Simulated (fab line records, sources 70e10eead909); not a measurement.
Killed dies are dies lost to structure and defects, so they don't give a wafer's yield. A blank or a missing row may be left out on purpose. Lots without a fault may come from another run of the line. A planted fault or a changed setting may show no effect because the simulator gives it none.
A struck lot beside a sound one | flow nand_harc | 14 steps out of a route of 1159
Sound: wafers L929.1, L929.3, L929.5. Struck: wafers L931.1, L931.3, L931.4. The cause comes at the end.
At each step with rows: each side's tool, then ch and its chambers, then its first start. Under that, the readings that differ: sound wafers | struck wafers | difference of the means | sigmas: that difference in standard deviations of wafers without a fault.
alike: readings whose means differ by less than 2 such deviations, and words and numbers that are the same on both sides. not compared: withheld readings, readings that some wafer has no value for, bounds like >300 that may hide the same value, and numbers for which the record gives no deviation and whose values overlap.
The two part at a step that has a row with sigmas, a row that says differs or no value, or rows on one side only. Numbers that don't overlap but have no deviation are shown without sigmas and don't part them. A reading that every wafer of one side lacks parts them only if that side has two wafers or more.

first, 5 steps without rows for these wafers: NHARC_A_STAIRCASE_EBR_213; NHARC_A_STAIRCASE_EXPOSE_214 (exposes mask STAIR 3); NHARC_A_STAIRCASE_PEB_215 (peb time 130 s); NHARC_A_STAIRCASE_DEVELOP_216 (time 140 s); NHARC_A_STAIRCASE_HARDBAKE_218 (time 140 s).
NHARC_A_STAIRCASE_DESCUM_219: chemistry O2, time 3 s.
  sound on rie_diel-01 ch 0,1,2, day 11 21:13; struck on rie_diel-01 ch 1,2,3, day 12 08:58
  alike: drypump_motor_current_A, oes_product_au, rf_vpp_V, showerhead_plenum_p_Torr, throttle_valve_pct
  not compared: rf_hours_counter_h
NHARC_A_STAIRCASE_TRIM_220: chemistry O2, time 211.2 s.
  sound on rie_diel-01 ch 0,2, day 11 21:19; struck on rie_diel-01 ch 0,1,2, day 12 09:07
  alike: drypump_motor_current_A, oes_product_au, rf_vpp_V, showerhead_plenum_p_Torr, throttle_valve_pct
  not compared: rf_hours_counter_h
then, 2 steps without rows for these wafers: NHARC_A_STAIRCASE_ETCH_221 (etches the open film in C4F8/O2, target depth 100 nm, time 40.5 s); NHARC_A_STAIRCASE_TRIM_222 (chemistry O2, time 211.2 s).
NHARC_A_STAIRCASE_ETCH_223: etches the open film in C4F8/O2, target depth 100 nm, time 40.5 s.
  sound on rie_diel-01 ch 0,3; struck on rie_diel-01 ch 0,1,3
  alike: oes_product_au, rf_fwd_power_W, rf_vpp_V
  not compared: rf_hours_counter_h
NHARC_A_STAIRCASE_TRIM_224: chemistry O2, time 211.2 s.
  sound on rie_diel-01 ch 0,1; struck on rie_diel-01 ch 0,1,2
  alike: drypump_motor_current_A, oes_product_au, rf_vpp_V, showerhead_plenum_p_Torr, throttle_valve_pct
  not compared: rf_hours_counter_h
NHARC_A_STAIRCASE_ETCH_225: etches the open film in C4F8/O2, target depth 100 nm, time 40.5 s.
  sound on rie_diel-01 ch 0,2,3, day 11 22:17; struck on rie_diel-01 ch 0,1,2, day 12 09:44
  reading               | sound             | struck            | difference | sigmas
  oes_product_au (a.u.) | 0.935 0.961 0.956 | 0.759 0.776 0.776 | -0.180     | -21
  alike: rf_fwd_power_W, rf_vpp_V
  not compared: rf_hours_counter_h
NHARC_A_STAIRCASE_TRIM_226: chemistry O2, time 211.2 s.
  sound on rie_diel-01 ch 1,2,3; struck on rie_diel-01 ch 0,2,3
  alike: drypump_motor_current_A, oes_product_au, rf_vpp_V, showerhead_plenum_p_Torr, throttle_valve_pct
  not compared: rf_hours_counter_h
-- the record jumps here: 8 days lie between the struck wafers' starts before and after (it left off in module A_STAIRCASE and takes up again in module END, whose first step shown is number 1159 of the route) --
NHARC_END_SORT_01:
  the record has rows for the struck wafers here (prober-01 ch 0, day 20 02:19) and none for the sound ones

WHERE THEY PART
First at NHARC_A_STAIRCASE_ETCH_225; last, within this record, at NHARC_END_SORT_01.

WHY: what the simulator had put in
Process parameter drift: rie_diel-01, from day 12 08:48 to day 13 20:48, at NHARC_A_STAIRCASE_ETCH_225. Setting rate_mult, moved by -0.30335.
